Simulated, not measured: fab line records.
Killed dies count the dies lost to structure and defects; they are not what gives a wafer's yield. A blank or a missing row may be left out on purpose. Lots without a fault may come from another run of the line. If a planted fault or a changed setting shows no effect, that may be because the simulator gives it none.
Which of the tools did it?    flow nand harc    42 wafers from 14 lots sampled at 5 of the route's 1159 steps

## WHAT THE GAUGES SHOWED, per wafer
NHARC_P_BONDPAD_THK_MEAS_20: measures by xrf. Usual: thk nm 161.3 nm, standard deviation 1.3.
lot   measured      on             thk nm (nm)        flag
L769  day 7 02:25   film metro-01  161.8 162.4 161.2  
L770  day 7 05:34   film metro-02  162.3 162.0 163.9  
L771  day 7 06:25   film metro-01  159.7 160.9 162.2  
L775  day 8 18:17   film metro-02  161.9 162.2 161.0  
L779  day 9 05:07   film metro-02  29.9 30.7 29.3     OFF
L778  day 9 05:47   film metro-01  30.0 30.5 30.3     OFF
L783  day 10 13:11  film metro-01  162.5 162.3 161.3  
L786  day 10 20:19  film metro-01  161.5 162.0 163.9  
L785  day 10 22:03  film metro-01  161.2 160.6 162.0  
L787  day 11 03:40  film metro-02  162.2 161.2 162.2  
L788  day 11 15:35  film metro-01  158.9 159.3 161.1  
L789  day 11 16:50  film metro-02  162.3 160.4 162.4  
L791  day 11 23:16  film metro-01  161.4 162.1 160.3  
L790  day 12 01:01  film metro-01  159.9 161.1 162.1  

## WHICH TOOL RAN EACH LOT (tool, then ch and the chambers of the sampled wafers, then the start)
lot   NHARC_P_BONDPAD_DEP_00                      NHARC_P_BONDPAD_DEGAS_25      NHARC_P_BONDPAD_PRE_CLEAN_26             NHARC_P_BONDPAD_ECD_18
L769  pecvd-03 ch 0,1,2, day 6 22:52              pvd sputter-03, day 7 01:00   pvd sputter-03, day 7 01:27 or earlier   ecd cu-02 ch 0,1, day 7 01:27
L770  pecvd-03 ch 0,2, day 7 01:44                pvd sputter-03, day 7 04:10   pvd sputter-03, day 7 04:31 or earlier   ecd cu-01 ch 0,1, day 7 04:31
L771  pecvd-04 ch 1,2, day 7 02:32                pvd sputter-01, day 7 04:58   pvd sputter-01, day 7 05:19 or earlier   ecd cu-02 ch 0,1, day 7 05:19
L775  pecvd-04 ch 1,2, day 8 14:27                pvd sputter-02, day 8 16:45   pvd sputter-02, day 8 17:14 or earlier   ecd cu-01 ch 0,1, day 8 17:14
L779  pecvd-04 ch 0,1,2, day 9 03:43 or earlier   pvd sputter-02, day 9 03:43   pvd sputter-02, day 9 04:04 or earlier   ecd cu-01 ch 0,1, day 9 04:04
L778  pecvd-04 ch 0,1,2, day 9 01:59              pvd sputter-01, day 9 04:22   pvd sputter-01, day 9 04:43 or earlier   ecd cu-02 ch 0,1, day 9 04:43
L783  pecvd-03 ch 0,1,2, day 10 09:21             pvd sputter-02, day 10 11:45  pvd sputter-02, day 10 12:08 or earlier  ecd cu-01 ch 0,1, day 10 12:08
L786  pecvd-03 ch 0,2, day 10 16:28               pvd sputter-03, day 10 18:53  pvd sputter-03, day 10 19:18 or earlier  ecd cu-01 ch 0,1, day 10 19:18
L785  pecvd-03 ch 0,1,2, day 10 20:38 or earlier  pvd sputter-02, day 10 20:38  pvd sputter-02, day 10 21:06 or earlier  ecd cu-02 ch 0,1, day 10 21:06
L787  pecvd-03 ch 0,2, day 11 00:00               pvd sputter-02, day 11 02:16  pvd sputter-02, day 11 02:41 or earlier  ecd cu-01 ch 0, day 11 02:41
L788  pecvd-01 ch 0,1, day 11 11:49               pvd sputter-01, day 11 14:11  pvd sputter-01, day 11 14:32 or earlier  ecd cu-01 ch 0,1, day 11 14:32
L789  pecvd-03 ch 0,1, day 11 15:26 or earlier    pvd sputter-02, day 11 15:26  pvd sputter-02, day 11 15:48 or earlier  ecd cu-01 ch 0,1, day 11 15:48
L791  pecvd-01 ch 0,1, day 11 21:52 or earlier    pvd sputter-03, day 11 21:52  pvd sputter-03, day 11 22:16 or earlier  ecd cu-01 ch 0,1, day 11 22:16
L790  pecvd-04 ch 0,2, day 11 23:37 or earlier    pvd sputter-02, day 11 23:37  pvd sputter-02, day 12 00:01 or earlier  ecd cu-02 ch 0,1, day 12 00:01
- NHARC_P_BONDPAD_DEP_00: deposits SiCN, target thk 250 nm.
- NHARC_P_BONDPAD_DEGAS_25: time 60 s.
- NHARC_P_BONDPAD_PRE_CLEAN_26: time 30 s.
- NHARC_P_BONDPAD_ECD_18: material Cu, target thk 400 nm.

## AS READ BY THE TOOLS THEMSELVES (means over the sampled wafers that have a number; for cases with no such wafer, the mark the record gives instead)
NHARC_P_BONDPAD_DEP_00. Usual: heater power w 573 W, standard deviation 71.
lot   tool      heater power w (W)  flag
L769  pecvd-03  564                 
L770  pecvd-03  573                 
L771  pecvd-04  603                 
L775  pecvd-04  641                 
L779  pecvd-04  542                 
L778  pecvd-04  540                 
L783  pecvd-03  559                 
L786  pecvd-03  606                 
L785  pecvd-03  595                 
L787  pecvd-03  539                 
L788  pecvd-01  584                 
L789  pecvd-03  527                 
L791  pecvd-01  540                 
L790  pecvd-04  651                 

NHARC_P_BONDPAD_DEGAS_25. Usual: heater power w 458 W, standard deviation 34.
lot   tool            heater power w (W)  flag
L769  pvd sputter-03  446                 
L770  pvd sputter-03  468                 
L771  pvd sputter-01  426                 
L775  pvd sputter-02  440                 
L779  pvd sputter-02  475                 
L778  pvd sputter-01  454                 
L783  pvd sputter-02  443                 
L786  pvd sputter-03  450                 
L785  pvd sputter-02  441                 
L787  pvd sputter-02  485                 
L788  pvd sputter-01  452                 
L789  pvd sputter-02  471                 
L791  pvd sputter-03  456                 
L790  pvd sputter-02  465                 

NHARC_P_BONDPAD_PRE_CLEAN_26. Usual: heater power w 403 W, standard deviation 29.
lot   tool            heater power w (W)  flag
L769  pvd sputter-03  376                 
L770  pvd sputter-03  410                 
L771  pvd sputter-01  407                 
L775  pvd sputter-02  380                 
L779  pvd sputter-02  406                 
L778  pvd sputter-01  408                 
L783  pvd sputter-02  390                 
L786  pvd sputter-03  415                 
L785  pvd sputter-02  407                 
L787  pvd sputter-02  392                 
L788  pvd sputter-01  396                 
L789  pvd sputter-02  390                 
L791  pvd sputter-03  388                 
L790  pvd sputter-02  407                 

NHARC_P_BONDPAD_ECD_18. Usual: bath heat duty pct 6.7 %, standard deviation 0.77; bath temp c 24.99 C, standard deviation 0.11.
lot   tool       bath heat duty pct (%)  bath temp c (C)  flag
L769  ecd cu-02  6.5                     24.96            
L770  ecd cu-01  7.4                     24.87            
L771  ecd cu-02  7.0                     24.94            
L775  ecd cu-01  6.9                     24.91            
L779  ecd cu-01  -                       -                OFF
L778  ecd cu-02  -                       -                OFF
L783  ecd cu-01  6.9                     25.00            
L786  ecd cu-01  6.9                     25.07            
L785  ecd cu-02  5.8                     25.06            
L787  ecd cu-01  6.0                     24.97            
L788  ecd cu-01  7.3                     25.00            
L789  ecd cu-01  6.8                     25.06            
L791  ecd cu-01  7.1                     25.10            
L790  ecd cu-02  5.9                     25.01            

## THE ANSWER, worked out from the rows above alone
Rule: take the mean of a lot's wafers that have a number; if it is more than 3 standard deviations from the usual mean, the lot is off. Also off: a lot with no number at a reading for which 4 or more lots have one. Where the step has rows for the other lots, those lots are counted as sound. The gauges are gone through in route order, then the tools' own readings, and for those a lot's mean is taken as printed above. At the first step where some lot is off, the reading lying furthest off is the one used; lots without a number count as furthest.
Off: L779, L778 (NHARC_P_BONDPAD_THK_MEAS_20, thk nm).
If a tool, at a process step before that reading, ran all the lots that are off and no sound lot after the first of them, it fits. Not tried: the gauges at NHARC_P_BONDPAD_THK_MEAS_20; whatever is off there is also off at NHARC_P_BONDPAD_ECD_18, on other tools, and gauge error can't account for it. Because NHARC_P_BONDPAD_DEP_00 lacks a start for some lots, the hours and order of its lots are taken from NHARC_P_BONDPAD_DEGAS_25. Because NHARC_P_BONDPAD_PRE_CLEAN_26 lacks a start for some lots, the hours and order of its lots are taken from NHARC_P_BONDPAD_ECD_18. No candidate that was tried fits.

## WHAT THE SIMULATOR PUT IN
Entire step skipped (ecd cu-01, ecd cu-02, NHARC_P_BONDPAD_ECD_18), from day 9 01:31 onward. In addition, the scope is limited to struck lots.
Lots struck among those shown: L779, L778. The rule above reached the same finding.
